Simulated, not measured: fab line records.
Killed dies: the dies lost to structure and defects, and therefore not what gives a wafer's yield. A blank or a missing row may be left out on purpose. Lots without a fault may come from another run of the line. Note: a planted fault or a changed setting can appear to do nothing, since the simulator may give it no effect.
fab line records + flow n5_finfet
record
- lots=7
- wafers=39
route steps=1938 shown DUMMY_GATE@228 HKMG_FIN@438 GATE_CUT@477
start_h: the number of hours between the record's first day and the start of the first shown wafer of the lot + wait_h: hours from the lot's prior step to this one + " same as the row above + L1.1+2: a row that stands for several wafers + - no value, or no start given + * or withheld: withheld + < > ~ a bound
route shown NAME@n: NAME is a module with steps in the file, n the number in the route of the first one + usual: mean/standard deviation of fault-free wafers + same: alike in all rows + chamber/n: place in a boat + sites: per-site readings + _std_site: how widely they spread, as a standard deviation + _edge_site: the outer-site mean with the inner-site mean subtracted + radius_mm: for every site, how far away it sits from the centre of the wafer + mask NAME#n: copy n + behind: the most recent tool/chamber to have shaped the wafer + hold: why the lot went on hold/how many hours it stayed there/how the hold came to an end + device: the transistor (n, p or np) that didn't switch + end of line: tests of these same wafers at the route's end + a step given without rows: its recipe and nothing more + killed: not the wafer's yield, but the dies lost to structure and defects at the first sort + map: a wafer's dies, x killed, . not, _ none there
set.NAME: the setting the step ran with; set.NAME@STEP: the setting that earlier step ran with + model.NAME: the simulator's own value behind a step, which no gauge read
lots whose settings were changed on purpose; a table a step, a row a wafer
## steps
# step N5_DUMMY_GATE_EXPOSE_12
# recipe
- mask_id=GATE
- na=0.33
- source_shape=annular
- sigma_inner=0.2
- sigma_outer=0.6
- polarization=unpolarized
- target_cd_nm=25
- dose_mj=34
| lot.wafer  | tool           | chamber | start_h | wait_h | mask   | set.dose_mj |
|------------|----------------|---------|---------|--------|--------|-------------|
| L078.1+2+3 | euv_scanner-02 | 0       | 69.37   | -      | GATE#0 | 36.04       |
| L078.4+5+6 | "              | 0       | "       | "      | GATE#0 | 34          |
| L082.1+3+4 | euv_scanner-02 | 0       | 95.54   | -      | GATE#0 | 31.3        |
| L082.2+5+6 | "              | 0       | "       | "      | GATE#0 | 34          |
| L085.1+5+6 | euv_scanner-02 | 0       | 113.00  | -      | GATE#0 | 34          |
| L085.2+3+4 | "              | 0       | "       | "      | GATE#0 | 32.97       |
| L093.1+2+6 | euv_scanner-01 | 0       | 160.63  | -      | GATE#0 | 32.59       |
| L093.3+4+5 | "              | 0       | "       | "      | GATE#0 | 34          |
| L094.1+5+6 | euv_scanner-02 | 0       | 171.08  | -      | GATE#0 | 34          |
| L094.2+3+4 | "              | 0       | "       | "      | GATE#0 | 35.72       |
| L095.1+4+5 | euv_scanner-02 | 0       | 171.59  | -      | GATE#0 | 35.53       |
| L095.2+3+6 | "              | 0       | "       | "      | GATE#0 | 34          |
| L097.4+5+6 | euv_scanner-01 | 0       | 182.52  | -      | GATE#0 | 34          |
# step N5_DUMMY_GATE_PEB_13
# recipe
- peb_temp_c=100
- peb_time_s=60
- resist=CAR-EUV
# step N5_DUMMY_GATE_DEVELOP_14
# recipe
- develop_time_s=30
- developer=TMAH
- resist=CAR-EUV
- rinse_liquid=surfactant_rinse
- dry=air_spin
- dev_temp_c=23
# step N5_DUMMY_GATE_CD_MEAS_15
# recipe
- target_cd_nm=25.8
- landing_energy_ev=500
- detector=se_inlens
# usual
- cd_nm=25.08/0.24
| lot.wafer | tool      | chamber | start_h | wait_h | set.dose_mj@DUMMY_GATE_EXPOSE_12 | cd_nm |
|-----------|-----------|---------|---------|--------|----------------------------------|-------|
| L078.1    | cd_sem-03 | 0       | 69.50   | -      | 36.04                            | 24.05 |
| L078.2    | "         | 0       | "       | "      | 36.04                            | 23.87 |
| L078.3    | "         | 0       | "       | "      | 36.04                            | 24.21 |
| L078.4    | "         | 0       | "       | "      | 34                               | 25.64 |
| L078.5    | "         | 0       | "       | "      | 34                               | 25.02 |
| L078.6    | "         | 0       | "       | "      | 34                               | 25.15 |
| L082.1    | cd_sem-02 | 0       | 95.66   | -      | 31.3                             | 26.70 |
| L082.2    | "         | 0       | "       | "      | 34                               | 24.95 |
| L082.3    | "         | 0       | "       | "      | 31.3                             | 26.52 |
| L082.4    | "         | 0       | "       | "      | 31.3                             | 26.56 |
| L082.5    | "         | 0       | "       | "      | 34                               | 24.97 |
| L082.6    | "         | 0       | "       | "      | 34                               | 25.21 |
| L085.1    | cd_sem-03 | 0       | 113.12  | -      | 34                               | 25.41 |
| L085.2    | "         | 0       | "       | "      | 32.97                            | 25.38 |
| L085.3    | "         | 0       | "       | "      | 32.97                            | 25.50 |
| L085.4    | "         | 0       | "       | "      | 32.97                            | 25.66 |
| L085.5    | "         | 0       | "       | "      | 34                               | 25.19 |
| L085.6    | "         | 0       | "       | "      | 34                               | 24.75 |
| L093.1    | cd_sem-03 | 0       | 160.75  | -      | 32.59                            | 25.70 |
| L093.2    | "         | 0       | "       | "      | 32.59                            | 26.07 |
| L093.3    | "         | 0       | "       | "      | 34                               | 25.56 |
| L093.4    | "         | 0       | "       | "      | 34                               | 25.58 |
| L093.5    | "         | 0       | "       | "      | 34                               | 25.35 |
| L093.6    | "         | 0       | "       | "      | 32.59                            | 25.76 |
| L094.1    | cd_sem-03 | 0       | 171.21  | -      | 34                               | 25.19 |
| L094.2    | "         | 0       | "       | "      | 35.72                            | 24.31 |
| L094.3    | "         | 0       | "       | "      | 35.72                            | 24.04 |
| L094.4    | "         | 0       | "       | "      | 35.72                            | 24.17 |
| L094.5    | "         | 0       | "       | "      | 34                               | 25.22 |
| L094.6    | "         | 0       | "       | "      | 34                               | 25.45 |
| L095.1    | cd_sem-01 | 0       | 171.71  | -      | 35.53                            | 24.18 |
| L095.2    | "         | 0       | "       | "      | 34                               | 24.60 |
| L095.3    | "         | 0       | "       | "      | 34                               | 25.27 |
| L095.4    | "         | 0       | "       | "      | 35.53                            | 24.31 |
| L095.5    | "         | 0       | "       | "      | 35.53                            | 24.24 |
| L095.6    | "         | 0       | "       | "      | 34                               | 24.25 |
| L097.4    | cd_sem-01 | 0       | 182.64  | -      | 34                               | 25.07 |
| L097.5    | "         | 0       | "       | "      | 34                               | 25.03 |
| L097.6    | "         | 0       | "       | "      | 34                               | 25.22 |
# step N5_DUMMY_GATE_STRIP_38
# recipe
- chemistry=N2/H2
- temp_c=40
- n2_flow_sccm=200
- h2_flow_sccm=200
- rf_frequency_hz=6e+07
# step N5_DUMMY_GATE_STRIP_39
# recipe
- chemistry=N2/H2
- temp_c=40
- n2_flow_sccm=200
- h2_flow_sccm=200
- rf_frequency_hz=6e+07
# step N5_DUMMY_GATE_TRIM_49
# recipe
- chemistry=O2
- resist=SOC
- time_s=29
- target_cd_nm=14
- source_power_w=300
- bias_power_w=0
- O2_flow_sccm=100
- temp_c=20
| lot.wafer  | tool      | chamber | start_h | wait_h | set.dose_mj@DUMMY_GATE_EXPOSE_12 | model.DUMMY_GATE.cd_nm |
|------------|-----------|---------|---------|--------|----------------------------------|------------------------|
| L078.1+2   | rie_si-06 | 0,2     | 70.21   | 0.0    | 36.04                            | 13.2                   |
| L078.3     | "         | 1       | "       | "      | 36.04                            | 12.6                   |
| L078.4+5   | "         | 3,1     | "       | "      | 34                               | 14.4                   |
| L078.6     | "         | 2       | "       | "      | 34                               | 13.8                   |
| L082.1+3   | rie_si-03 | 2,0     | 96.03   | 0.0    | 31.3                             | 15                     |
| L082.2+5   | "         | 1,0     | "       | "      | 34                               | 14                     |
| L082.4     | "         | 3       | "       | "      | 31.3                             | 15.4                   |
| L082.6     | "         | 3       | "       | "      | 34                               | 13.8                   |
| L085.1     | rie_si-06 | 0       | 113.48  | 0.0    | 34                               | 13.4                   |
| L085.2+4   | "         | 1,3     | "       | "      | 32.97                            | 15                     |
| L085.3     | "         | 2       | "       | "      | 32.97                            | 14.4                   |
| L085.5     | "         | 0       | "       | "      | 34                               | 14.2                   |
| L085.6     | "         | 3       | "       | "      | 34                               | 14.4                   |
| L093.1     | rie_si-06 | 1       | 161.11  | 0.0    | 32.59                            | 14.6                   |
| L093.2     | "         | 0       | "       | "      | 32.59                            | 15                     |
| L093.3+5   | "         | 2       | "       | "      | 34                               | 14.4                   |
| L093.4     | "         | 3       | "       | "      | 34                               | 14.8                   |
| L093.6     | "         | 1       | "       | "      | 32.59                            | 15.2                   |
| L094.1+5   | rie_si-03 | 3       | 171.56  | 0.0    | 34                               | 13.8                   |
| L094.2     | "         | 0       | "       | "      | 35.72                            | 12.8                   |
| L094.3+4   | "         | 1,2     | "       | "      | 35.72                            | 13                     |
| L094.6     | "         | 2       | "       | "      | 34                               | 14.2                   |
| L095.1     | rie_si-03 | 0       | 172.07  | 0.0    | 35.53                            | 13                     |
| L095.2+3+6 | "         | 1,3,2   | "       | "      | 34                               | 13.4                   |
| L095.4+5   | "         | 2,1     | "       | "      | 35.53                            | 12.8                   |
| L097.4     | rie_si-06 | 1       | 183.05  | 0.0    | 34                               | 13.8                   |
| L097.5     | "         | 3       | "       | "      | 34                               | 14.4                   |
| L097.6     | "         | 2       | "       | "      | 34                               | 14                     |
# step N5_DUMMY_GATE_STRIP_40
# recipe
- chemistry=CF4
- resist=SiARC
- power_w=300
- bias_power_w=75
- pressure_mtorr=50
- cf4_flow_sccm=150
- rf_frequency_hz=6e+07
# step N5_DUMMY_GATE_ETCH_32
# recipe
- chemistry=CF4
- target=SiO2
- target_depth_a=35
- time_s=3.9
- ion_energy_ev=350
- pressure_mtorr=10
- icp_w=800
- bias_w=400
- cf4_flow_sccm=80
# step N5_DUMMY_GATE_ETCH_23
# recipe
- chemistry=HBr/Cl2/O2
- HBr_flow_sccm=150
- Cl2_flow_sccm=80
- O2_flow_sccm=12
- bias_w=102
- target_depth_a=410
- time_s=22.3
- target=poly-Si
- mask_material=SiO2
- pressure_mtorr=10
- icp_w=800
# step N5_DUMMY_GATE_ETCH_44
# recipe
- chemistry=HBr/O2
- over_etch_frac=0.7
- target_depth_a=1275
- stop_on=SiO2
- ion_energy_ev=60
- bias_w=20
- target=poly-Si
- mask_material=SiO2
- pressure_mtorr=20
- icp_w=400
- HBr_flow_sccm=120
- O2_flow_sccm=10
| lot.wafer | tool      | chamber | start_h | wait_h | set.dose_mj@DUMMY_GATE_EXPOSE_12 | model.DUMMY_GATE.cd_nm |
|-----------|-----------|---------|---------|--------|----------------------------------|------------------------|
| L078.1    | rie_si-02 | 0       | 70.82   | 0.0    | 36.04                            | 14                     |
| L078.2    | "         | 1       | "       | "      | 36.04                            | 14.4                   |
| L078.3    | "         | 2       | "       | "      | 36.04                            | 13.6                   |
| L078.4+5  | "         | 3       | "       | "      | 34                               | 15.2                   |
| L078.6    | "         | 2       | "       | "      | 34                               | 15                     |
| L082.1    | rie_si-02 | 1       | 96.56   | 0.0    | 31.3                             | 15.6                   |
| L082.2    | "         | 0       | "       | "      | 34                               | 15.2                   |
| L082.3    | "         | 3       | "       | "      | 31.3                             | 16                     |
| L082.4    | "         | 2       | "       | "      | 31.3                             | 16.4                   |
| L082.5    | "         | 0       | "       | "      | 34                               | 14.8                   |
| L082.6    | "         | 1       | "       | "      | 34                               | 14.6                   |
| L085.1    | rie_si-03 | 2       | 114.01  | 0.0    | 34                               | 14.6                   |
| L085.2    | "         | 0       | "       | "      | 32.97                            | 15.8                   |
| L085.3    | "         | 1       | "       | "      | 32.97                            | 15.6                   |
| L085.4    | "         | 1       | "       | "      | 32.97                            | 16                     |
| L085.5    | "         | 2       | "       | "      | 34                               | 15.6                   |
| L085.6    | "         | 0       | "       | "      | 34                               | 15.4                   |
| L093.1    | rie_si-02 | 2       | 161.65  | 0.0    | 32.59                            | 15.6                   |
| L093.2    | "         | 1       | "       | "      | 32.59                            | 16.2                   |
| L093.3    | "         | 0       | "       | "      | 34                               | 15.4                   |
| L093.4    | "         | 3       | "       | "      | 34                               | 15.8                   |
| L093.5    | "         | 1       | "       | "      | 34                               | 15.2                   |
| L093.6    | "         | 2       | "       | "      | 32.59                            | 16.4                   |
| L094.1    | rie_si-06 | 1       | 172.10  | 0.0    | 34                               | 14.8                   |
| L094.2    | "         | 2       | "       | "      | 35.72                            | 13.8                   |
| L094.3+4  | "         | 3,0     | "       | "      | 35.72                            | 14                     |
| L094.5    | "         | 2       | "       | "      | 34                               | 14.6                   |
| L094.6    | "         | 3       | "       | "      | 34                               | 15                     |
| L095.1    | rie_si-02 | 1       | 172.68  | 0.0    | 35.53                            | 13.6                   |
| L095.2    | "         | 3       | "       | "      | 34                               | 14.6                   |
| L095.3    | "         | 2       | "       | "      | 34                               | 14.4                   |
| L095.4+5  | "         | 0       | "       | "      | 35.53                            | 13.8                   |
| L095.6    | "         | 3       | "       | "      | 34                               | 14.2                   |
| L097.4    | rie_si-02 | 3       | 183.58  | 0.0    | 34                               | 14.8                   |
| L097.5    | "         | 1       | "       | "      | 34                               | 15.2                   |
| L097.6    | "         | 2       | "       | "      | 34                               | 15                     |
# step N5_HKMG_FIN_ETCH_35
# recipe
- chemistry=N2/H2
- target=SOC
- target_depth_a=2158
- ion_energy_ev=65
- bias_w=5
- source_w=3000
- time_s=243.4
- pressure_mtorr=30
- n2_flow_sccm=200
- h2_flow_sccm=200
| lot.wafer | tool        | chamber | start_h | wait_h | set.time_s | model.HKMG_FIN.feature_depth_nm | model.SOC_of_HKMG_FIN_COAT_29.thk_nm | model.etch.depth_nm |
|-----------|-------------|---------|---------|--------|------------|---------------------------------|--------------------------------------|---------------------|
| L078.1    | rie_diel-02 | 0       | 100.60  | 0.0    | 243.4      | 222.8                           | 79                                   | 222.9               |
| L078.2    | "           | 3       | "       | "      | 265.3      | 231.2                           | 69.4                                 | 231.2               |
| L078.3    | "           | 1       | "       | "      | 265.3      | 234.8                           | 66.8                                 | 234.8               |
| L078.4    | "           | 2       | "       | "      | 243.4      | 216.8                           | 84                                   | 216.9               |
| L078.5    | "           | 2       | "       | "      | 243.4      | 216.4                           | 84.4                                 | 216.4               |
| L078.6    | "           | 3       | "       | "      | 265.3      | 232.8                           | 69                                   | 232.8               |
| L082.1    | rie_diel-02 | 1       | 124.12  | 0.0    | 243.4      | 215                             | 86.4                                 | 215.1               |
| L082.2    | "           | 0       | "       | "      | 243.4      | 221                             | 80                                   | 221.1               |
| L082.3    | "           | 3       | "       | "      | 243.4      | 214                             | 87.8                                 | 214                 |
| L082.4    | "           | 2       | "       | "      | 243.4      | 221.8                           | 78.6                                 | 221.8               |
| L082.5    | "           | 3       | "       | "      | 243.4      | 214.6                           | 86.4                                 | 214.7               |
| L082.6    | "           | 0       | "       | "      | 243.4      | 222                             | 78.6                                 | 222.1               |
| L085.1    | rie_diel-01 | 3       | 142.63  | 0.0    | 243.4      | 216.2                           | 83.6                                 | 216.1               |
| L085.2    | "           | 2       | "       | "      | 272.3      | 240                             | 59.8                                 | 239.9               |
| L085.3    | "           | 0       | "       | "      | 272.3      | 237.4                           | 61.4                                 | 237.4               |
| L085.4    | "           | 1       | "       | "      | 243.4      | 217.4                           | 82.8                                 | 217.4               |
| L085.5    | "           | 2       | "       | "      | 272.3      | 240.4                           | 60.2                                 | 240.4               |
| L085.6    | "           | 3       | "       | "      | 243.4      | 218.6                           | 81.6                                 | 218.6               |
| L093.1    | rie_diel-06 | 0       | 191.52  | 0.0    | 243.4      | 227                             | 73                                   | 226.9               |
| L093.2    | "           | 3       | "       | "      | 243.4      | 228.2                           | 72                                   | 228.3               |
| L093.3    | "           | 1       | "       | "      | 225.5      | 210                             | 90                                   | 210                 |
| L093.4    | "           | 2       | "       | "      | 225.5      | 202.6                           | 97.4                                 | 202.5               |
| L093.5    | "           | 2       | "       | "      | 243.4      | 220.6                           | 79.4                                 | 220.5               |
| L093.6    | "           | 3       | "       | "      | 225.5      | 209.4                           | 90.6                                 | 209.4               |
| L094.1    | rie_diel-02 | 2       | 199.93  | 0.0    | 297.2      | 269.6                           | 30.2                                 | 269.5               |
| L094.2    | "           | 0       | "       | "      | 297.2      | 269.4                           | 30.6                                 | 269.3               |
| L094.3    | "           | 1       | "       | "      | 243.4      | 215                             | 85.6                                 | 214.9               |
| L094.4    | "           | 3       | "       | "      | 243.4      | 223.6                           | 77                                   | 223.6               |
| L094.5    | "           | 3       | "       | "      | 243.4      | 221.8                           | 78.4                                 | 221.7               |
| L094.6    | "           | 0       | "       | "      | 297.2      | 270.2                           | 30                                   | 270.2               |
| L095.1    | rie_diel-02 | 1       | 201.17  | 0.0    | 243.4      | 217.6                           | 82.8                                 | 217.5               |
| L095.2    | "           | 0       | "       | "      | 294.7      | 274.6                           | 26.6                                 | 274.5               |
| L095.3    | "           | 3       | "       | "      | 243.4      | 225.2                           | 75.6                                 | 225.2               |
| L095.4    | "           | 2       | "       | "      | 243.4      | 224.4                           | 76.2                                 | 224.3               |
| L095.5    | "           | 1       | "       | "      | 294.7      | 262.8                           | 37.2                                 | 262.8               |
| L095.6    | "           | 0       | "       | "      | 294.7      | 273.2                           | 27.4                                 | 273.2               |
| L097.4    | rie_diel-02 | 3       | 212.59  | 0.0    | 243.4      | 220.6                           | 79.4                                 | 220.6               |
| L097.5    | "           | 0       | "       | "      | 243.4      | 221.2                           | 78.6                                 | 221.1               |
| L097.6    | "           | 1       | "       | "      | 243.4      | 213.6                           | 86.4                                 | 213.6               |
# step N5_GATE_CUT_HM_DEP_46
# recipe
- material=SiO2
- target_thk_a=1300
- temp_c=400
- precursor=TEOS/O2
- pressure_torr=6.5
- rf_w=900
- teos_flow_sccm=161.4
- gas=O2
- flow_sccm=2650
- time_s=26.6
| lot.wafer | tool     | chamber | start_h | wait_h | set.target_thk_a | model.SiO2_of_GATE_CUT_HM_DEP_46.thk_nm |
|-----------|----------|---------|---------|--------|------------------|-----------------------------------------|
| L078.1    | pecvd-04 | 2       | 107.96  | 0.0    | 1300             | 132.4                                   |
| L078.2    | "        | 0       | "       | "      | 1300             | 132.2                                   |
| L078.3    | "        | 1       | "       | "      | 1300             | 131.2                                   |
| L078.4    | "        | 1       | "       | "      | 1300             | 133.4                                   |
| L078.5    | "        | 2       | "       | "      | 1300             | 133.2                                   |
| L078.6    | "        | 0       | "       | "      | 1300             | 132.6                                   |
| L082.1    | pecvd-04 | 1       | 131.55  | 0.0    | 1300             | 130.8                                   |
| L082.2    | "        | 0       | "       | "      | 1300             | 131.2                                   |
| L082.3    | "        | 2       | "       | "      | 1146             | 115.6                                   |
| L082.4    | "        | 2       | "       | "      | 1146             | 118.2                                   |
| L082.5    | "        | 0       | "       | "      | 1300             | 133                                     |
| L082.6    | "        | 1       | "       | "      | 1146             | 117.6                                   |
| L085.1+3  | pecvd-03 | 2,1     | 150.15  | 0.0    | 1300             | 130.4                                   |
| L085.2    | "        | 0       | "       | "      | 1300             | 129.8                                   |
| L085.4    | "        | 0       | "       | "      | 1300             | 131.6                                   |
| L085.5    | "        | 2       | "       | "      | 1300             | 131.8                                   |
| L085.6    | "        | 1       | "       | "      | 1300             | 133                                     |
| L093.1    | pecvd-04 | 2       | 198.94  | 0.0    | 1300             | 129                                     |
| L093.2    | "        | 1       | "       | "      | 1397             | 138.8                                   |
| L093.3    | "        | 0       | "       | "      | 1300             | 128.6                                   |
| L093.4    | "        | 0       | "       | "      | 1300             | 130.6                                   |
| L093.5+6  | "        | 1,2     | "       | "      | 1397             | 141                                     |
| L094.1    | pecvd-01 | 0       | 207.69  | 0.0    | 1300             | 128.8                                   |
| L094.2    | "        | 1       | "       | "      | 1300             | 128                                     |
| L094.3    | "        | 2       | "       | "      | 1300             | 128.4                                   |
| L094.4    | "        | 2       | "       | "      | 1300             | 130                                     |
| L094.5    | "        | 1       | "       | "      | 1300             | 133.8                                   |
| L094.6    | "        | 0       | "       | "      | 1300             | 130.2                                   |
| L095.1    | pecvd-04 | 1       | 209.30  | 0.0    | 1300             | 127.8                                   |
| L095.2    | "        | 0       | "       | "      | 1300             | 127.2                                   |
| L095.3    | "        | 1       | "       | "      | 1423             | 143.4                                   |
| L095.4    | "        | 0       | "       | "      | 1423             | 142.6                                   |
| L095.5    | "        | 1       | "       | "      | 1423             | 143.2                                   |
| L095.6    | "        | 0       | "       | "      | 1300             | 130.2                                   |
| L097.4    | pecvd-03 | 1       | 220.40  | 0.1    | 1300             | 135.2                                   |
| L097.5    | "        | 0       | "       | "      | 1300             | 133.4                                   |
| L097.6    | "        | 2       | "       | "      | 1300             | 131.2                                   |
## key
split
- step=N5_DUMMY_GATE_EXPOSE_12
- setting=dose_mj
- stated=34
- by=wafer
response
- step=N5_DUMMY_GATE_CD_MEAS_15
- reading=cd_nm
- change=-0.175
- per=1%
- r=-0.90
response
- step=N5_DUMMY_GATE_TRIM_49
- reading=model.DUMMY_GATE.cd_nm
- change=-0.165
- per=1%
- r=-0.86
response
- step=N5_DUMMY_GATE_ETCH_44
- reading=model.DUMMY_GATE.cd_nm
- change=-0.16
- per=1%
- r=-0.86
split
- step=N5_HKMG_FIN_ETCH_35
- setting=time_s
- stated=243.4
- by=wafer
response
- step=N5_HKMG_FIN_ETCH_35
- reading=model.HKMG_FIN.feature_depth_nm
- change=+2.17
- per=1%
- r=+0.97
response
- step=N5_HKMG_FIN_ETCH_35
- reading=model.SOC_of_HKMG_FIN_COAT_29.thk_nm
- change=-2.18
- per=1%
- r=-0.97
response
- step=N5_HKMG_FIN_ETCH_35
- reading=model.etch.depth_nm
- change=+2.17
- per=1%
- r=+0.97
split
- step=N5_GATE_CUT_HM_DEP_46
- setting=target_thk_a
- stated=1300
- by=wafer
response
- step=N5_GATE_CUT_HM_DEP_46
- reading=model.SiO2_of_GATE_CUT_HM_DEP_46.thk_nm
- change=+1.37
- per=1%
- r=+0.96
